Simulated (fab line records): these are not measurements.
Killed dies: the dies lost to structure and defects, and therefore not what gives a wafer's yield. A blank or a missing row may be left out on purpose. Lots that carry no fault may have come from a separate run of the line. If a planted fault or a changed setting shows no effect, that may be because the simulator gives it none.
Lot-split experiment + flow n5_finfet + on a route of 1938 steps: 7 lots, 21 wafers read

## THE SPLIT ITSELF
At N5_BEOL_M9_TRENCH_ETCH_37 (etches SiCOH lowk in C4F6/O2, target depth 151.43 nm, time 49 s), the setting time_s was moved away from the recipe's 49 s on 6 of the 21 wafers read, by -14.3% to +9.5%. All remaining wafers had this setting at the recipe value.

## FROM THE SPLIT TO THE READING: what the file shows between them, 2 steps
- N5_BEOL_M9_ETCH_41: etches SiCN in CH3F/O2, target depth 36.6 nm, time 70.1 s
- N5_BEOL_M9_STRIP_80: strips in N2/H2, time 10 s

## THE READING
trench_depth_nm, in nm, at N5_BEOL_M9_OCD_MEAS_38. Fault-free wafers of this fab line usually give 152 nm, standard deviation 3.4 nm.

| wafer  | tool, chamber at the split | time_s as run, s | against the recipe | trench_depth_nm, nm | against lot-mates on the recipe |
|--------|----------------------------|------------------|--------------------|---------------------|---------------------------------|
| L075.3 | rie_diel-01, 0             | 49               | recipe             | 156                 | -                               |
| L075.5 | rie_diel-01, 1             | 49               | recipe             | 150                 | -                               |
| L075.6 | rie_diel-01, 0             | 49               | recipe             | 157                 | -                               |
| L074.1 | rie_diel-04, 1             | 49               | recipe             | 152                 | -                               |
| L074.3 | rie_diel-04, 0             | 53.64            | +9.5%              | 165                 | +13                             |
| L074.5 | rie_diel-04, 0             | 53.64            | +9.5%              | 164                 | +12                             |
| L076.2 | rie_diel-06, 0             | 49               | recipe             | 153                 | -                               |
| L076.4 | rie_diel-06, 1             | 49               | recipe             | 157                 | -                               |
| L076.6 | rie_diel-06, 3             | 49               | recipe             | 151                 | -                               |
| L077.1 | rie_diel-04, 3             | 42.29            | -13.7%             | 135                 | -16                             |
| L077.2 | rie_diel-04, 2             | 49               | recipe             | 149                 | -                               |
| L077.5 | rie_diel-04, 1             | 49               | recipe             | 154                 | -                               |
| L084.3 | rie_diel-06, 1             | 49               | recipe             | 154                 | -                               |
| L084.4 | rie_diel-06, 0             | 49               | recipe             | 151                 | -                               |
| L084.5 | rie_diel-06, 3             | 49               | recipe             | 148                 | -                               |
| L086.1 | rie_diel-04, 1             | 49               | recipe             | 153                 | -                               |
| L086.3 | rie_diel-04, 3             | 49               | recipe             | 152                 | -                               |
| L086.5 | rie_diel-04, 1             | 49               | recipe             | 152                 | -                               |
| L096.4 | rie_diel-06, 1             | 42.01            | -14.3%             | 129                 | no lot-mate on the recipe       |
| L096.5 | rie_diel-06, 1             | 42.01            | -14.3%             | 130                 | no lot-mate on the recipe       |
| L096.6 | rie_diel-06, 2             | 42.01            | -14.3%             | 135                 | no lot-mate on the recipe       |

FIT RESULTS
A straight line over all 21 wafers: trench_depth_nm changes by +1.4 nm for each +1% of time_s; r = +0.96; the points scatter about the line by 2.6 nm.
The same after taking each lot's own level away (the mean of its wafers on the recipe; 18 wafers): +1.26 nm for each +1%; r = +0.94; scatter 2.2 nm.
On that fit, the largest move of time_s shifts the reading by 18 nm.
The lots' own levels span 151.0 to 154.3 nm, that is 1.0 times the standard deviation above.
So the lot-to-lot level changes the slope: the two fits differ.
Check: with one of the wafers moved furthest among these (-13.7%) left out of the fit, the line predicts -18.1 nm for it against its lot-mates. Against them it came out at -16.5 nm.

## OTHER SPLITS APPLIED TO THESE WAFERS
Before the reading, these wafers also passed through other splits. Each is held against what the fit with the lots' levels taken away leaves over:
| other split on the same wafers     | wafers away from the commonest value | r with trench_depth_nm (lot level and that fit taken away) |
|------------------------------------|--------------------------------------|------------------------------------------------------------|
| N5_BEOL_M7_DESCUM_33 time_s        | 7                                    | -0.06                                                      |
| N5_BEOL_M8_DESCUM_33 time_s        | 5                                    | +0.04                                                      |
| N5_BEOL_M8_ETCH_72 h2_flow_sccm    | 7                                    | -0.07                                                      |
| N5_BEOL_M8_VIA_ETCH_34 source_w    | 9                                    | +0.17                                                      |
| N5_BEOL_M8_TRENCH_ETCH_37 source_w | 8                                    | +0.23                                                      |
| N5_BEOL_M9_ETCH_66 time_s          | 6                                    | -0.13                                                      |

## THE WHOLE CHAIN: every reading that the file lists as answering this split, in the file's order
| step                      | what it does                                                    | reading                                                                   | change (the file's fit)              | r (the file's) |
|---------------------------|-----------------------------------------------------------------|---------------------------------------------------------------------------|--------------------------------------|----------------|
| N5_BEOL_M9_TRENCH_ETCH_37 | etches SiCOH lowk in C4F6/O2, target depth 151.43 nm, time 49 s | BEOL_M9.feature_depth_nm (the simulator's own value, which no gauge read) | +1.25 nm for each +1% of the setting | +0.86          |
| N5_BEOL_M9_TRENCH_ETCH_37 | etches SiCOH lowk in C4F6/O2, target depth 151.43 nm, time 49 s | etch.depth_nm (the simulator's own value, which no gauge read)            | +1.25 nm for each +1% of the setting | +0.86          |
| N5_BEOL_M9_OCD_MEAS_38    |                                                                 | trench_depth_nm                                                           | +1.25 nm for each +1% of the setting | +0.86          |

## FILE'S OWN FIT
trench_depth_nm changes by +1.25 nm for each +1% of time_s, r = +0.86.
